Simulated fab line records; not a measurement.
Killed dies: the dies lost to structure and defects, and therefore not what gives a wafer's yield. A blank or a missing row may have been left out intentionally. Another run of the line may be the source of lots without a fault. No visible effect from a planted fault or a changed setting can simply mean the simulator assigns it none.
Which of the tools did it? :: flow n5-finfet :: Sampling: 10 lots, 30 wafers, 4 of 1938 route steps

## WHAT THE GAUGES SHOWED, per wafer
N5_BEOL_M4_RC_MEAS_101.
lot: L502
measured: day 9 17:16
on: prober-01
VT_N_LONG (mV): 271.3 272.4 273.9

lot: L503
measured: day 10 10:26
on: prober-02
VT_N_LONG (mV): 277.6 276.7 277.7

lot: L505
measured: day 10 16:30
on: prober-02
VT_N_LONG (mV): 272.7 274.0 274.5

lot: L506
measured: day 10 15:55
on: prober-01
VT_N_LONG (mV): 275.9 275.1 277.5

lot: L513
measured: day 13 03:26
on: prober-01
VT_N_LONG (mV): 299.8 273.7 275.0

lot: L514
measured: day 13 12:34
on: prober-02
VT_N_LONG (mV): 277.8 276.0 275.4

lot: L519
measured: day 14 05:22
on: prober-02
VT_N_LONG (mV): 276.5 277.8 277.3

lot: L520
measured: day 14 09:46
on: prober-01
VT_N_LONG (mV): 273.5 274.9 272.5

lot: L522
measured: day 15 18:29
on: prober-02
VT_N_LONG (mV): 275.6 274.4 274.7

lot: L523
measured: day 16 21:25
on: prober-01
VT_N_LONG (mV): 276.8 275.8 273.3

## WHAT TOOL EACH LOT RAN ON (gives the tool, then ch and the chambers of the sampled wafers, and finally the start)
lot: L502
N5_HKMG_FIN_STRIP_19: plasma-asher-01 ch 0,1, day 4 20:55
N5_HKMG_FIN_ALD_91: ald-metal-04 ch 0,1,2, day 4 21:10
N5_HKMG_FIN_STRIP_69: plasma-asher-02 ch 0,1, day 4 23:04

lot: L503
N5_HKMG_FIN_STRIP_19: plasma-asher-01 ch 0,1, day 5 03:34
N5_HKMG_FIN_ALD_91: ald-metal-04 ch 0,1,2, day 5 03:50
N5_HKMG_FIN_STRIP_69: plasma-asher-02 ch 0,1, day 5 06:13

lot: L505
N5_HKMG_FIN_STRIP_19: plasma-asher-01 ch 0,1, day 5 11:43
N5_HKMG_FIN_ALD_91: ald-metal-02 ch 1,3, day 5 11:59
N5_HKMG_FIN_STRIP_69: plasma-asher-01 ch 0,1, day 5 13:58

lot: L506
N5_HKMG_FIN_STRIP_19: plasma-asher-01 ch 0,1, day 5 17:16
N5_HKMG_FIN_ALD_91: ald-metal-02 ch 0,1,3, day 5 17:39
N5_HKMG_FIN_STRIP_69: plasma-asher-02 ch 0,1, day 5 19:25

lot: L513
N5_HKMG_FIN_STRIP_19: plasma-asher-02 ch 0,1, day 7 12:52
N5_HKMG_FIN_ALD_91: ald-metal-02 ch 1,2,3, day 7 13:08
N5_HKMG_FIN_STRIP_69: plasma-asher-02 ch 0,1, day 7 15:22

lot: L514
N5_HKMG_FIN_STRIP_19: plasma-asher-02 ch 0,1, day 7 17:08
N5_HKMG_FIN_ALD_91: ald-metal-01 ch 0,2,3, day 7 17:24
N5_HKMG_FIN_STRIP_69: plasma-asher-01 ch 0,1, day 7 19:29

lot: L519
N5_HKMG_FIN_STRIP_19: plasma-asher-01 ch 0,1, day 8 21:50
N5_HKMG_FIN_ALD_91: ald-metal-04 ch 0,2,3, day 8 22:06
N5_HKMG_FIN_STRIP_69: plasma-asher-01 ch 0,1, day 9 00:05

lot: L520
N5_HKMG_FIN_STRIP_19: plasma-asher-02 ch 0, day 9 06:20
N5_HKMG_FIN_ALD_91: ald-metal-04 ch 2,3, day 9 06:43
N5_HKMG_FIN_STRIP_69: plasma-asher-02 ch 0,1, day 9 08:29

lot: L522
N5_HKMG_FIN_STRIP_19: plasma-asher-01 ch 0,1, day 9 15:01
N5_HKMG_FIN_ALD_91: ald-metal-04 ch 1,2,3, day 9 15:24
N5_HKMG_FIN_STRIP_69: plasma-asher-01 ch 0,1, day 9 17:14

lot: L523
N5_HKMG_FIN_STRIP_19: plasma-asher-02 ch 0,1, day 9 20:13
N5_HKMG_FIN_ALD_91: ald-metal-04 ch 1,2,3, day 9 20:29
N5_HKMG_FIN_STRIP_69: plasma-asher-02 ch 0,1, day 9 22:33
- N5_HKMG_FIN_STRIP_19: strips in N2/H2, time 360 s.
- N5_HKMG_FIN_ALD_91: deposits TiN, target thk 1 nm, pulse time 1 s, purge time 3 s.
- N5_HKMG_FIN_STRIP_69: strips in N2/H2, time 360 s.

## THE ANSWER, worked out from the rows above alone
Rule: usual is defined by the lots themselves. The widest of any qualifying gaps counts: lots, ordered by their means at a reading, are off when they make up no more than a third of the lots, leave a main group of 4 or more, and stand apart from it by 3 or more times the standard deviation of that group's means. If all means in a main group match to the digits the tables above print for the reading, that group is not used. Also off: a lot with no number at a reading for which 4 or more lots have one. All remaining lots with rows at the step are treated as sound.
Off: L513, at N5_BEOL_M4_RC_MEAS_101 (VT_N_LONG). The main group: mean 275.2 mV, standard deviation 1.6.
If a tool, at a process step before that reading, ran all the lots that are off and no sound lot after the first of them, it fits. Those tools and the gauges at N5_BEOL_M4_RC_MEAS_101 are tried in the same way. One fits: ald-metal-02 at N5_HKMG_FIN_ALD_91. Its last sound lot is L506 (day 5 17:39), its first lot that is off L513 (day 7 13:08): a fault that began between those two fits.

## WHAT THE SIMULATOR HAD INSERTED
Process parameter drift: ald-metal-02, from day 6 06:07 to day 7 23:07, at N5_HKMG_FIN_ALD_91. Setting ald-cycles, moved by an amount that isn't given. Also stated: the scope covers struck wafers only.
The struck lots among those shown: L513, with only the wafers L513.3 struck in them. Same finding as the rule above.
